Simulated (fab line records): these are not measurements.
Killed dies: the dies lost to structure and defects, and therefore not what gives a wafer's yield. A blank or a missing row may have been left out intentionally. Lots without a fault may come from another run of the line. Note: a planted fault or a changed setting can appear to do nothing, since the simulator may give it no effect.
fab line records	flow nand-harc
[record] lots = 24	wafers = 72	last-day = 34
route steps=1302 shown P_ZERO_WELL@16 P_GATE@216 P_CONTACT@242
lots with no fault: from the same line, run without faults
start-h: hours from the record's first day to the start of the lot's first wafer shown	wait-h: how many hours have passed since the lot's step before this one	" unchanged from the row above	L1.1+2: a single row standing in for several wafers	- no value, or no start given	* or withheld: withheld	< > ~ a bound
route shown NAME@n: a module of which the file shows steps, and the number in the route of the first	usual: average and standard deviation across the fault-free wafers	same: alike in all rows	chamber/n: place in a boat	sites: per-site readings	_std_site: how widely they spread, as a standard deviation	_edge_site: mean of outer sites minus mean of inner sites	radius-mm: for every site, how far away it sits from the centre of the wafer	mask NAME#n: copy n	behind: the most recent tool/chamber to have shaped the wafer	hold: the reason the lot was held/the length of the hold in hours/how it ended	device: names the non-switching transistor (n, p or np)	end of line: at the end of the route, the tests of the same wafers	a step without rows: its recipe alone	killed: dies that structure and defects cost at the first sort, which is not the same as the wafer's yield	map: a wafer's dies, x killed, . not, _ none there
set.NAME: the run value of the setting; set.NAME@STEP: its run value at that earlier step	model.NAME: the simulator's own value behind a step, which no gauge read
steps of the route over a sample of lots; a table a step, a row a wafer
services: a tool's chamber out of use, with start hour (start-h, from the record's first day; less than 0 if before it), hours out, and reason
[[steps]]
[step NHARC_P_ZERO_WELL_DESCUM_13]
[recipe] time-s = 3	o2-flow-sccm = 200	ar-flow-sccm = 0	bias-power-w = 0	chemistry = O2
[usual] drypump-motor-current-A = 5.8/0.33	oes-product-au = 1.000/0.01	rf-vpp-V = 57.7/0.92	showerhead-plenum-p-Torr = 1.92/0.066	throttle-valve-pct = 11.312/0.0095
lot.wafer	tool	chamber	start-h	wait-h	drypump-motor-current-A	oes-product-au	rf-hours-counter-h	rf-vpp-V	showerhead-plenum-p-Torr	throttle-valve-pct
L074.3	rie-diel-07	0	21.29	-	5.9	1.000	30	58.5	1.93	11.308
L074.5	"	1	"	"	6.3	1.009	-	57.2	1.87	11.309
L074.6	"	2	"	"	5.9	0.990	-	58.3	1.94	11.312
L075.4	rie-diel-07	1	31.43	-	6.3	1.001	25	56.7	1.87	11.320
L075.2	"	2	"	"	5.9	0.993	25	57.0	1.94	11.322
L075.5	"	0	"	"	5.8	1.006	-	58.6	1.93	11.309
L076.4	rie-diel-08	2	41.28	-	5.9	1.005	5	57.8	2.01	11.304
L076.3	"	3	"	"	6.4	1.006	5	58.6	2.03	11.306
L076.1	"	1	"	"	5.5	1.021	4	56.7	1.88	11.309
L077.1	rie-diel-12	3	51.40	-	6.0	0.982	29	59.0	2.00	11.314
L077.4	"	2	"	"	5.9	1.007	47	58.2	1.99	11.333
L077.5	"	3	"	"	6.0	0.989	-	56.9	2.00	11.309
L078.2	rie-diel-08	3	61.47	-	6.3	0.996	11	58.7	2.03	11.300
L078.4	"	0	"	"	5.8	1.010	11	57.9	1.81	11.304
L078.3	"	1	"	"	5.4	1.008	11	57.2	1.88	11.301
L079.3	rie-diel-07	3	71.70	-	4.9	0.998	47	57.4	1.85	11.307
L079.4	"	1	"	"	6.3	1.013	41	57.2	1.87	11.307
L079.1	"	2	"	"	5.9	1.005	40	59.0	1.93	11.319
L080.4	rie-diel-12	1	81.45	-	5.6	1.005	55	57.5	1.88	11.311
L080.2	"	2	"	"	5.8	1.015	53	58.0	1.99	11.321
L080.3	"	3	"	"	6.1	1.002	34	58.0	2.00	11.303
L081.3	rie-diel-12	2	91.27	-	5.9	1.009	55	58.2	1.99	11.302
L081.5	"	2	"	"	5.9	1.010	-	58.9	1.99	11.319
L081.6	"	3	"	"	6.1	1.003	-	57.8	1.99	11.304
L082.1	rie-diel-12	2	101.72	-	5.8	0.998	0	58.1	1.99	11.296
L082.4	"	3	"	"	6.0	1.010	0	58.7	2.00	11.317
L082.6	"	2	"	"	5.9	0.992	-	59.6	1.99	11.310
L083.3	rie-diel-07	0	111.40	-	5.8	0.984	63	57.0	1.92	11.318
L083.4	"	3	"	"	4.9	0.994	58	57.5	1.85	11.312
L083.6	"	0	"	"	5.9	0.991	-	57.2	1.92	11.294
L084.2	rie-diel-08	1	121.42	-	5.4	1.022	32	57.4	1.87	11.317
L084.1	"	2	"	"	5.9	0.994	40	58.2	2.00	11.318
L084.6	"	0	"	"	5.8	1.003	-	56.5	1.80	11.312
L085.1	rie-diel-07	0	131.43	-	5.8	1.002	1	57.6	1.92	11.316
L085.4	"	1	"	"	6.3	1.003	1	57.4	1.86	11.304
L085.5	"	3	"	"	4.9	1.005	-	55.6	1.85	11.336
L086.3	rie-diel-08	1	141.40	-	5.5	1.012	41	58.4	1.87	11.325
L086.1	"	2	"	"	5.9	0.995	48	57.8	1.99	11.331
L086.4	"	0	"	"	5.8	0.990	41	56.1	1.80	11.317
L087.1	rie-diel-12	2	151.40	-	5.8	0.984	19	58.4	1.99	11.311
L087.6	"	1	"	"	5.6	1.000	-	56.7	1.87	11.308
L087.5	"	2	"	"	5.8	0.996	-	58.8	1.99	11.327
L088.1	rie-diel-12	3	161.42	-	6.0	1.004	17	57.7	1.99	11.302
L088.5	"	0	"	"	5.8	0.994	-	58.9	1.89	11.326
L088.6	"	1	"	"	5.6	1.002	-	56.3	1.87	11.308
L089.3	rie-diel-12	2	171.51	-	5.8	0.982	24	57.8	1.98	11.304
L089.1	"	0	"	"	5.8	0.991	22	57.6	1.89	11.314
L089.6	"	3	"	"	6.0	0.993	-	58.7	1.99	11.314
L090.2	rie-diel-07	1	181.40	-	6.2	1.008	20	56.2	1.86	11.313
L090.5	"	0	"	"	5.8	1.012	-	57.8	1.91	11.326
L090.6	"	1	"	"	6.3	1.014	-	57.3	1.86	11.324
L091.3	rie-diel-12	3	191.39	-	6.0	0.998	26	57.7	1.99	11.334
L091.2	"	0	"	"	5.7	1.001	26	57.9	1.89	11.321
L091.5	"	0	"	"	5.7	1.002	-	57.3	1.89	11.299
L092.2	rie-diel-08	0	201.29	-	5.8	1.021	0	57.4	1.80	11.308
L092.3	"	1	"	"	5.4	1.005	0	57.1	1.87	11.299
L092.5	"	2	"	"	5.9	0.981	-	58.3	1.99	11.314
L093.2	rie-diel-07	0	211.41	-	5.8	1.011	32	57.6	1.91	11.302
L093.4	"	2	"	"	5.9	0.997	-	58.3	1.92	11.307
L093.5	"	1	"	"	6.3	1.025	-	57.6	1.85	11.315
L094.2	rie-diel-08	3	221.42	-	6.3	1.000	4	56.8	2.01	11.284
L094.3	"	0	"	"	5.8	1.028	4	57.1	1.79	11.321
L094.5	"	3	"	"	6.4	0.991	-	58.1	2.01	11.324
L095.4	rie-diel-12	2	231.61	-	5.9	0.997	42	57.8	1.98	11.322
L095.3	"	3	"	"	6.0	0.997	38	56.8	1.98	11.323
L095.6	"	2	"	"	5.9	0.997	-	59.1	1.98	11.296
L096.1	rie-diel-08	3	241.60	-	6.4	0.986	10	58.0	2.01	11.322
L096.4	"	0	"	"	5.8	1.029	11	57.4	1.79	11.322
L096.3	"	2	"	"	5.9	0.982	10	58.9	1.98	11.319
L097.1	rie-diel-12	3	251.41	-	6.0	1.006	44	57.9	1.98	11.317
L097.4	"	0	"	"	5.8	0.992	45	56.4	1.88	11.317
L097.5	"	2	"	"	5.9	0.992	-	59.2	1.98	11.325
[step NHARC_P_ZERO_WELL_DESCUM_26]
[recipe] time-s = 3	o2-flow-sccm = 200	ar-flow-sccm = 0	bias-power-w = 0	chemistry = O2
[usual] drypump-motor-current-A = 5.8/0.32	oes-product-au = 0.999/0.0093	rf-vpp-V = 57.8/0.9	showerhead-plenum-p-Torr = 1.92/0.067	throttle-valve-pct = 11.310/0.0082
lot.wafer	tool	chamber	start-h	wait-h	drypump-motor-current-A	oes-product-au	rf-hours-counter-h	rf-vpp-V	showerhead-plenum-p-Torr	throttle-valve-pct
L074.3	rie-diel-07	3	22.71	-	4.8	0.997	25	57.8	1.86	11.328
L074.5	"	2	"	"	5.9	0.979	-	57.1	1.94	11.311
L074.6	"	3	"	"	4.9	0.993	-	57.9	1.86	11.304
L075.2	rie-diel-07	0	35.84	-	5.8	0.991	34	57.9	1.93	11.300
L075.4	"	2	"	"	6.0	1.001	30	58.5	1.94	11.312
L075.5	"	1	"	"	6.2	1.015	-	57.6	1.87	11.303
L076.4	rie-diel-08	3	42.50	-	6.4	1.002	6	57.3	2.03	11.313
L076.3	"	1	"	"	5.4	1.021	5	57.7	1.88	11.322
L076.1	"	2	"	"	5.9	0.997	6	58.4	2.01	11.308
L077.1	rie-diel-12	1	52.81	-	5.6	0.997	48	58.0	1.88	11.299
L077.4	"	2	"	"	5.8	1.001	47	57.4	1.99	11.311
L077.5	"	0	"	"	5.8	0.996	-	58.1	1.90	11.305
L078.3	rie-diel-08	0	62.82	-	5.8	1.005	11	57.7	1.81	11.319
L078.2	"	1	"	"	5.5	1.017	11	58.1	1.88	11.311
L078.4	"	2	"	"	5.9	0.993	12	60.2	2.00	11.309
L079.4	rie-diel-12	3	73.08	-	6.0	0.985	32	58.6	2.00	11.303
L079.1	"	0	"	"	5.8	1.000	51	58.3	1.90	11.287
L079.3	"	2	"	"	5.9	1.003	50	59.1	1.99	11.310
L080.2	rie-diel-12	1	82.88	-	5.6	1.003	55	56.7	1.88	11.315
L080.3	"	2	"	"	5.9	1.000	53	57.1	1.99	11.319
L080.4	"	3	"	"	6.0	0.997	34	58.2	2.00	11.296
L081.3	rie-diel-08	0	92.56	-	5.8	1.006	18	54.8	1.81	11.315
L081.6	"	2	"	"	5.9	0.997	-	59.1	2.00	11.303
L081.5	"	3	"	"	6.3	1.012	-	57.0	2.03	11.309
L082.4	rie-diel-08	2	103.09	-	5.9	0.992	30	58.1	2.00	11.314
L082.1	"	3	"	"	6.4	0.997	30	57.8	2.03	11.311
L082.6	"	2	"	"	5.9	0.992	-	57.3	2.00	11.302
L083.4	rie-diel-07	3	112.65	-	4.9	0.995	58	57.0	1.85	11.322
L083.3	"	1	"	"	6.3	0.996	54	56.8	1.87	11.317
L083.6	"	3	"	"	4.9	0.995	-	58.6	1.85	11.311
L084.2	rie-diel-08	2	122.81	-	5.9	0.993	40	59.1	1.99	11.299
L084.1	"	3	"	"	6.3	0.994	42	59.4	2.02	11.318
L084.6	"	1	"	"	5.4	1.010	-	58.1	1.87	11.319
L085.4	rie-diel-12	1	132.64	-	5.6	0.989	13	57.1	1.87	11.302
L085.1	"	3	"	"	6.0	0.999	9	58.2	1.99	11.300
L085.5	"	1	"	"	5.6	0.991	-	56.3	1.87	11.305
L086.1	rie-diel-07	2	142.77	-	5.9	0.987	3	56.0	1.93	11.306
L086.3	"	3	"	"	4.9	1.004	3	57.0	1.85	11.305
L086.4	"	1	"	"	6.3	1.015	3	58.1	1.86	11.293
L087.1	rie-diel-08	3	152.80	-	6.3	0.998	52	57.2	2.02	11.314
L087.5	"	0	"	"	5.8	1.003	-	57.5	1.80	11.306
L087.6	"	1	"	"	5.4	1.016	-	57.7	1.87	11.313
L088.1	rie-diel-12	2	162.67	-	5.8	0.995	22	58.7	1.98	11.304
L088.6	"	3	"	"	6.0	1.001	-	58.8	1.99	11.302
L088.5	"	0	"	"	5.8	0.989	-	57.7	1.89	11.308
L089.3	rie-diel-12	0	172.85	-	5.8	1.001	22	56.5	1.89	11.317
L089.1	"	2	"	"	5.9	1.001	24	57.2	1.98	11.305
L089.6	"	1	"	"	5.6	1.006	-	58.7	1.87	11.305
L090.2	rie-diel-12	2	182.80	-	5.8	0.986	28	58.6	1.98	11.313
L090.6	"	3	"	"	6.0	0.987	-	56.7	1.99	11.294
L090.5	"	0	"	"	5.8	0.997	-	57.0	1.89	11.309
L091.3	rie-diel-12	3	192.76	-	6.1	0.995	26	58.0	1.99	11.306
L091.2	"	0	"	"	5.8	1.001	27	58.1	1.89	11.310
L091.5	"	2	"	"	5.8	0.989	-	58.5	1.98	11.306
L092.2	rie-diel-08	1	202.49	-	5.4	1.013	0	58.9	1.87	11.314
L092.3	"	3	"	"	6.4	1.001	0	57.8	2.01	11.298
L092.5	"	2	"	"	5.9	0.988	-	57.1	1.99	11.300
L093.4	rie-diel-08	1	212.71	-	5.5	1.009	2	57.3	1.87	11.316
L093.2	"	2	"	"	5.9	0.985	2	57.0	1.99	11.311
L093.5	"	2	"	"	5.9	0.977	-	58.9	1.99	11.311
L094.3	rie-diel-12	2	222.89	-	5.8	0.996	39	56.4	1.98	11.308
L094.2	"	3	"	"	6.0	1.007	33	59.8	1.98	11.313
L094.5	"	3	"	"	6.0	1.003	-	57.0	1.98	11.328
L095.3	rie-diel-12	3	232.98	-	6.0	1.010	38	58.9	1.98	11.303
L095.4	"	1	"	"	5.6	1.003	40	56.4	1.86	11.314
L095.6	"	3	"	"	6.1	1.001	-	56.6	1.98	11.315
L096.4	rie-diel-12	2	242.96	-	5.8	0.993	45	56.8	1.98	11.317
L096.1	"	3	"	"	6.0	1.009	41	59.0	1.98	11.318
L096.3	"	0	"	"	5.8	1.004	43	58.1	1.88	11.311
L097.4	rie-diel-12	1	252.74	-	5.6	1.005	44	57.3	1.86	11.325
L097.1	"	2	"	"	5.8	0.988	48	56.9	1.98	11.297
L097.5	"	1	"	"	5.6	1.002	-	58.3	1.86	11.326
[step NHARC_P_GATE_INSPECT_68]
[usual] raw-defect-count = 233/82
lot.wafer	tool	chamber	start-h	wait-h	raw-defect-count
L074.3	defect-inspect-01	-	124.62	0.1	132
L074.5	"	-	"	"	279
L074.6	"	-	"	"	233
L075.2	defect-inspect-01	-	131.13	0.1	164
L075.4	"	-	"	"	232
L075.5	"	-	"	"	202
L076.1	defect-inspect-01	-	132.58	0.2	205
L076.3	"	-	"	"	365
L076.4	"	-	"	"	159
L077.1	defect-inspect-02	-	151.09	0.2	251
L077.4	"	-	"	"	194
L077.5	"	-	"	"	140
L078.2	defect-inspect-01	-	156.89	0.1	403
L078.3	"	-	"	"	152
L078.4	"	-	"	"	307
L079.1	defect-inspect-02	-	169.17	0.2	237
L079.3	"	-	"	"	112
L079.4	"	-	"	"	239
L080.2	defect-inspect-01	-	176.33	0.1	254
L080.3	"	-	"	"	168
L080.4	"	-	"	"	179
L081.3	defect-inspect-01	-	186.26	0.1	193
L081.5	"	-	"	"	340
L081.6	"	-	"	"	258
L082.1	defect-inspect-01	-	197.24	0.2	328
L082.4	"	-	"	"	179
L082.6	"	-	"	"	176
L083.3	defect-inspect-01	-	217.86	0.1	200
L083.4	"	-	"	"	379
L083.6	"	-	"	"	213
L084.1	defect-inspect-02	-	222.25	0.2	170
L084.2	"	-	"	"	379
L084.6	"	-	"	"	236
L085.1	defect-inspect-02	-	225.11	0.2	177
L085.4	"	-	"	"	210
L085.5	"	-	"	"	254
L086.1	defect-inspect-01	-	239.63	0.2	279
L086.3	"	-	"	"	168
L086.4	"	-	"	"	401
L087.1	defect-inspect-02	-	243.99	0.2	435
L087.5	"	-	"	"	259
L087.6	"	-	"	"	453
L088.1	defect-inspect-02	-	262.70	0.2	340
L088.5	"	-	"	"	337
L088.6	"	-	"	"	237
L089.1	defect-inspect-01	-	264.41	0.2	183
L089.3	"	-	"	"	208
L089.6	"	-	"	"	201
L090.2	defect-inspect-02	-	278.22	0.1	172
L090.5	"	-	"	"	195
L090.6	"	-	"	"	207
L091.2	defect-inspect-02	-	292.02	0.1	99
L091.3	"	-	"	"	242
L091.5	"	-	"	"	148
L092.2	defect-inspect-02	-	297.94	0.1	211
L092.3	"	-	"	"	135
L092.5	"	-	"	"	170
L093.2	defect-inspect-02	-	312.32	0.1	180
L093.4	"	-	"	"	147
L093.5	"	-	"	"	140
L094.2	defect-inspect-01	-	318.19	0.1	106
L094.3	"	-	"	"	115
L094.5	"	-	"	"	189
L095.3	defect-inspect-02	-	328.06	0.1	329
L095.4	"	-	"	"	287
L095.6	"	-	"	"	211
L096.1	defect-inspect-02	-	336.64	0.2	171
L096.3	"	-	"	"	146
L096.4	"	-	"	"	273
L097.1	defect-inspect-01	-	349.64	0.2	350
L097.4	"	-	"	"	337
L097.5	"	-	"	"	412
[step NHARC_P_CONTACT_STRIP_28]
[recipe] o2-flow-sccm = 500	ar-flow-sccm = 0	bias-w = 0	chemistry = O2
[usual] drypump-motor-current-A = 5.4/0.31	oes-product-au = 0.995/0.015	rf-vpp-V = 57.8/0.88	showerhead-plenum-p-Torr = 3.55/0.15	throttle-valve-pct = 17.036/0.0092
lot.wafer	tool	chamber	start-h	wait-h	drypump-motor-current-A	oes-product-au	rf-hours-counter-h	rf-vpp-V	showerhead-plenum-p-Torr	throttle-valve-pct
L074.3	rie-diel-13	2	127.41	0.1	5.5	1.005	2.8	57.3	3.75	17.038
L074.5	"	3	"	"	5.3	0.982	-	57.5	3.33	17.024
L074.6	"	0	"	"	4.8	1.023	-	57.5	3.33	17.029
L075.4	rie-diel-13	1	133.87	0.1	6.0	1.007	3.0	56.8	3.31	17.038
L075.2	"	0	"	"	4.8	1.033	3.2	57.6	3.33	17.032
L075.5	"	2	"	"	5.5	1.006	-	57.6	3.75	17.034
L076.4	rie-diel-13	2	135.34	0.1	5.5	1.010	3.0	58.9	3.75	17.054
L076.3	"	3	"	"	5.3	0.972	3.3	57.8	3.33	17.022
L076.1	"	0	"	"	4.8	1.043	3.2	57.2	3.32	17.035
L077.4	rie-diel-06	1	153.84	0.1	5.1	0.978	1.2	58.8	3.67	17.039
L077.1	"	0	"	"	5.3	1.000	1.2	58.6	3.54	17.035
L077.5	"	1	"	"	5.0	0.975	-	57.4	3.67	17.036
L078.2	rie-diel-04	1	159.63	0.1	5.3	1.001	4.7	57.0	3.75	17.026
L078.4	"	2	"	"	5.6	1.019	3.9	58.1	3.61	17.042
L078.3	"	3	"	"	5.5	1.009	4.2	57.5	3.52	17.030
L079.3	rie-diel-06	1	171.93	0.1	5.1	0.980	2.8	57.4	3.67	17.035
L079.1	"	2	"	"	5.4	1.020	2.6	56.1	3.44	17.023
L079.4	"	3	"	"	5.5	0.982	1.2	56.9	3.70	17.045
L080.3	rie-diel-06	0	179.07	0.1	5.3	1.003	3.0	57.3	3.54	17.045
L080.2	"	2	"	"	5.4	1.023	3.1	58.5	3.44	17.026
L080.4	"	3	"	"	5.5	0.994	1.7	56.5	3.70	17.019
L081.3	rie-diel-06	1	188.88	0.1	5.0	0.968	3.4	57.5	3.67	17.038
L081.6	"	1	"	"	5.0	0.974	-	58.2	3.67	17.036
L081.5	"	2	"	"	5.4	1.012	-	58.3	3.44	17.048
L082.4	rie-diel-06	0	200.45	0.1	5.3	1.000	3.1	57.4	3.54	17.032
L082.1	"	2	"	"	5.4	1.001	3.3	56.8	3.44	17.030
L082.6	"	0	"	"	5.3	0.993	-	59.0	3.54	17.045
L083.3	rie-diel-06	1	220.49	0.1	5.0	0.985	4.1	58.3	3.67	17.039
L083.4	"	2	"	"	5.4	1.019	3.7	56.9	3.44	17.046
L083.6	"	0	"	"	5.3	0.997	-	57.6	3.54	17.037
L084.2	rie-diel-06	0	224.89	0.1	5.3	0.986	4.0	57.2	3.54	17.020
L084.1	"	2	"	"	5.4	1.009	4.4	57.3	3.44	17.035
L084.6	"	3	"	"	5.5	0.987	-	57.2	3.70	17.044
L085.4	rie-diel-04	2	227.85	0.1	5.6	1.007	1.6	57.9	3.61	17.029
L085.1	"	3	"	"	5.6	0.998	1.0	58.5	3.52	17.020
L085.5	"	3	"	"	5.6	0.993	-	57.3	3.52	17.033
L086.4	rie-diel-13	1	242.26	0.1	6.0	0.996	1.9	57.3	3.31	17.063
L086.1	"	3	"	"	5.3	0.986	2.2	57.8	3.33	17.031
L086.3	"	0	"	"	4.8	1.019	2.1	57.8	3.32	17.025
L087.1	rie-diel-06	0	246.90	0.1	5.3	0.981	5.3	57.8	3.54	17.020
L087.5	"	3	"	"	5.5	0.981	-	58.2	3.70	17.053
L087.6	"	2	"	"	5.4	1.005	-	57.9	3.44	17.036
L088.1	rie-diel-06	2	265.49	0.1	5.4	1.010	7.0	57.6	3.44	17.051
L088.6	"	3	"	"	5.5	0.999	-	58.1	3.70	17.027
L088.5	"	0	"	"	5.3	0.995	-	57.7	3.54	17.044
L089.3	rie-diel-13	1	267.04	0.1	6.0	0.999	2.5	56.6	3.31	17.036
L089.1	"	3	"	"	5.3	0.989	2.7	57.8	3.33	17.033
L089.6	"	0	"	"	4.8	1.021	-	57.5	3.32	17.047
L090.2	rie-diel-04	0	280.83	0.1	4.9	0.989	3.1	58.0	3.56	17.046
L090.5	"	0	"	"	4.9	0.996	-	60.4	3.56	17.035
L090.6	"	1	"	"	5.3	0.982	-	58.0	3.75	17.029
L091.2	rie-diel-04	3	294.67	0.1	5.5	0.996	3.0	57.1	3.52	17.052
L091.3	"	0	"	"	4.9	0.991	3.4	57.6	3.56	17.031
L091.5	"	2	"	"	5.6	0.984	-	58.4	3.61	17.035
L092.2	rie-diel-04	3	300.57	0.1	5.6	0.985	3.1	57.0	3.52	17.047
L092.3	"	1	"	"	5.4	0.984	2.4	57.2	3.75	17.038
L092.5	"	2	"	"	5.6	0.980	-	59.0	3.61	17.026
L093.4	rie-diel-13	0	315.32	0.1	4.8	1.011	4.3	58.1	3.32	17.028
L093.2	"	2	"	"	5.5	0.972	3.6	57.3	3.74	17.031
L093.5	"	0	"	"	4.8	1.020	-	58.4	3.32	17.044
L094.3	rie-diel-06	2	320.96	0.1	5.4	1.015	0.2	58.4	3.44	17.016
L094.2	"	3	"	"	5.5	0.990	0.2	58.5	3.70	17.012
L094.5	"	2	"	"	5.4	1.033	-	58.1	3.44	17.041
L095.3	rie-diel-13	1	330.79	0.1	6.0	0.991	4.1	57.5	3.31	17.036
L095.4	"	0	"	"	4.8	1.023	4.4	57.1	3.32	17.033
L095.6	"	1	"	"	6.0	0.993	-	57.8	3.31	17.026
L096.3	rie-diel-06	1	339.27	0.1	5.1	0.986	1.3	58.8	3.67	17.049
L096.1	"	2	"	"	5.4	1.012	1.1	59.4	3.44	17.031
L096.4	"	3	"	"	5.5	0.983	0.9	58.5	3.70	17.039
L097.1	rie-diel-06	0	352.52	0.1	5.3	1.005	2.1	56.2	3.53	17.055
L097.4	"	2	"	"	5.3	1.002	1.8	59.3	3.44	17.025
L097.5	"	3	"	"	5.5	0.979	-	57.7	3.70	17.040
[step NHARC_P_CONTACT_PVD_32]
[recipe] target-thk-a = 50	chamber-pressure-pa = 5	power-w = 5000	substrate-temp-c = 200	time-s = 17.7	material = Ti
[usual] throttle-valve-pct = 30.0/0.94
lot.wafer	tool	chamber	start-h	wait-h	throttle-valve-pct
L074.3	pvd-sputter-03	-	-	-	29.7
L074.6	"	-	"	"	29.6
L074.5	"	-	"	"	29.4
L075.4	pvd-sputter-02	-	-	-	30.2
L075.2	"	-	"	"	31.1
L075.5	"	-	"	"	31.1
L076.3	pvd-sputter-02	-	-	-	29.1
L076.4	"	-	"	"	29.3
L076.1	"	-	"	"	31.1
L077.4	pvd-sputter-02	-	-	-	29.6
L077.1	"	-	"	"	31.1
L077.5	"	-	"	"	29.3
L078.3	pvd-sputter-02	-	-	-	29.9
L078.2	"	-	"	"	30.4
L078.4	"	-	"	"	31.0
L079.3	pvd-sputter-02	-	-	-	31.4
L079.1	"	-	"	"	29.0
L079.4	"	-	"	"	30.3
L080.4	pvd-sputter-01	-	-	-	30.2
L080.3	"	-	"	"	29.5
L080.2	"	-	"	"	30.3
L081.3	pvd-sputter-01	-	-	-	29.3
L081.6	"	-	"	"	30.5
L081.5	"	-	"	"	29.0
L082.4	pvd-sputter-01	-	-	-	29.2
L082.1	"	-	"	"	30.3
L082.6	"	-	"	"	29.4
L083.3	pvd-sputter-03	-	-	-	32.8
L083.4	"	-	"	"	30.1
L083.6	"	-	"	"	32.5
L084.2	pvd-sputter-03	-	-	-	30.2
L084.1	"	-	"	"	32.6
L084.6	"	-	"	"	30.0
L085.4	pvd-sputter-03	-	-	-	29.5
L085.1	"	-	"	"	30.3
L085.5	"	-	"	"	30.1
L086.3	pvd-sputter-03	-	-	-	30.1
L086.1	"	-	"	"	29.5
L086.4	"	-	"	"	30.2
L087.1	pvd-sputter-02	-	-	-	30.9
L087.5	"	-	"	"	30.9
L087.6	"	-	"	"	29.2
L088.1	pvd-sputter-02	-	-	-	29.2
L088.6	"	-	"	"	30.1
L088.5	"	-	"	"	30.9
L089.3	pvd-sputter-03	-	-	-	30.4
L089.1	"	-	"	"	32.4
L089.6	"	-	"	"	30.0
L090.2	pvd-sputter-02	-	-	-	29.6
L090.5	"	-	"	"	29.5
L090.6	"	-	"	"	30.1
L091.2	pvd-sputter-03	-	-	-	30.4
L091.3	"	-	"	"	32.2
L091.5	"	-	"	"	30.2
L092.3	pvd-sputter-02	-	-	-	30.1
L092.2	"	-	"	"	31.6
L092.5	"	-	"	"	30.1
L093.4	pvd-sputter-02	-	-	-	28.9
L093.2	"	-	"	"	31.6
L093.5	"	-	"	"	30.0
L094.3	pvd-sputter-01	-	-	-	29.0
L094.2	"	-	"	"	29.1
L094.5	"	-	"	"	28.8
L095.3	pvd-sputter-01	-	-	-	30.9
L095.4	"	-	"	"	29.0
L095.6	"	-	"	"	28.9
L096.3	pvd-sputter-01	-	-	-	29.1
L096.1	"	-	"	"	30.7
L096.4	"	-	"	"	28.8
L097.1	pvd-sputter-02	-	-	-	30.3
L097.4	"	-	"	"	31.5
L097.5	"	-	"	"	29.2
[step NHARC_P_CONTACT_CVD_23]
[recipe] target-thk-a = 2000	temp-c = 300	pressure-torr = 40	wf6-flow-sccm = 40	h2-flow-sccm = 1600	ar-flow-sccm = 1560	time-s = 557	material = W
[usual] heater-power-w = 459/31	throttle-valve-pct = 7.83/0.22
lot.wafer	tool	chamber	start-h	wait-h	heater-power-w	throttle-valve-pct
L074.3	cvd-w-01	0	-	-	438	7.92
L074.6	"	1	"	"	414	7.81
L074.5	"	0	"	"	454	7.98
L075.2	cvd-w-01	1	-	-	428	7.81
L075.4	"	1	"	"	423	7.70
L075.5	"	1	"	"	407	7.86
L076.1	cvd-w-02	0	-	-	453	7.90
L076.3	"	1	"	"	506	7.50
L076.4	"	0	"	"	452	7.74
L077.1	cvd-w-02	0	-	-	455	7.88
L077.4	"	0	"	"	452	8.16
L077.5	"	1	"	"	523	7.52
L078.2	cvd-w-01	1	-	-	411	7.88
L078.3	"	0	"	"	442	7.91
L078.4	"	1	"	"	409	7.97
L079.1	cvd-w-01	0	-	-	455	7.77
L079.3	"	0	"	"	448	7.95
L079.4	"	1	"	"	423	7.83
L080.2	cvd-w-02	0	-	-	447	7.76
L080.4	"	1	"	"	498	7.57
L080.3	"	0	"	"	451	7.86
L081.3	cvd-w-02	0	-	-	465	8.08
L081.6	"	1	"	"	516	7.31
L081.5	"	0	"	"	458	8.02
L082.1	cvd-w-02	0	-	-	448	7.69
L082.4	"	0	"	"	462	7.77
L082.6	"	0	"	"	471	8.01
L083.3	cvd-w-01	0	-	-	460	7.87
L083.4	"	1	"	"	418	7.88
L083.6	"	0	"	"	460	7.84
L084.2	cvd-w-02	0	-	-	462	7.66
L084.1	"	1	"	"	514	7.75
L084.6	"	0	"	"	460	8.19
L085.1	cvd-w-01	0	-	-	443	8.35
L085.4	"	0	"	"	454	7.96
L085.5	"	0	"	"	443	7.85
L086.1	cvd-w-01	0	-	-	455	8.06
L086.4	"	1	"	"	412	7.93
L086.3	"	0	"	"	450	7.83
L087.1	cvd-w-02	1	-	-	514	7.87
L087.6	"	0	"	"	450	8.14
L087.5	"	1	"	"	522	7.65
L088.1	cvd-w-02	1	-	-	506	7.64
L088.5	"	0	"	"	444	8.00
L088.6	"	1	"	"	503	7.49
L089.1	cvd-w-02	1	-	-	511	7.72
L089.3	"	0	"	"	448	7.76
L089.6	"	0	"	"	447	8.15
L090.2	cvd-w-01	1	-	-	402	7.94
L090.6	"	1	"	"	417	8.21
L090.5	"	0	"	"	454	7.91
L091.2	cvd-w-02	1	-	-	496	7.82
L091.3	"	1	"	"	478	7.37
L091.5	"	0	"	"	456	7.89
L092.2	cvd-w-01	1	-	-	409	7.99
L092.3	"	1	"	"	409	8.37
L092.5	"	0	"	"	450	7.94
L093.2	cvd-w-01	0	-	-	454	8.06
L093.4	"	1	"	"	420	7.72
L093.5	"	1	"	"	417	7.78
L094.2	cvd-w-02	0	-	-	450	7.57
L094.3	"	1	"	"	488	7.52
L094.5	"	1	"	"	484	7.75
L095.4	cvd-w-02	0	-	-	452	7.62
L095.3	"	1	"	"	481	7.75
L095.6	"	0	"	"	455	7.90
L096.1	cvd-w-02	1	-	-	496	7.67
L096.3	"	0	"	"	444	7.95
L096.4	"	1	"	"	488	7.84
L097.1	cvd-w-02	1	-	-	484	7.61
L097.4	"	0	"	"	453	8.02
L097.5	"	1	"	"	479	7.86
[[services]]
tool	chamber	start-h	hours	kind
rie-diel-08	-	13.80	9.0	pm
rie-diel-06	0	22.67	9.6	repair
rie-diel-12	-	56.26	7.1	repair
rie-diel-08	0	64.02	2.9	repair
rie-diel-06	3	75.79	1.4	repair
rie-diel-12	-	92.71	9.0	pm
rie-diel-08	0	94.80	1.9	repair
cvd-w-02	-	99.21	13.0	pm
rie-diel-12	3	102.99	7.3	repair
rie-diel-08	1	111.23	1.2	repair
rie-diel-06	-	130.20	9.0	pm
cvd-w-02	-	133.33	0.9	repair
rie-diel-12	1	137.57	9.9	repair
cvd-w-02	-	162.78	1.6	repair
rie-diel-12	-	177.68	1.4	repair
rie-diel-08	-	190.88	9.0	pm
cvd-w-02	-	193.59	0.5	repair
cvd-w-02	-	248.96	1.3	repair
cvd-w-02	0	255.31	3.3	repair
rie-diel-12	-	269.73	9.0	pm
cvd-w-02	-	280.21	13.0	pm
rie-diel-12	2	283.17	8.2	repair
rie-diel-12	0	285.25	17.2	repair
rie-diel-08	2	342.26	1.4	repair
[[key]]
fault none
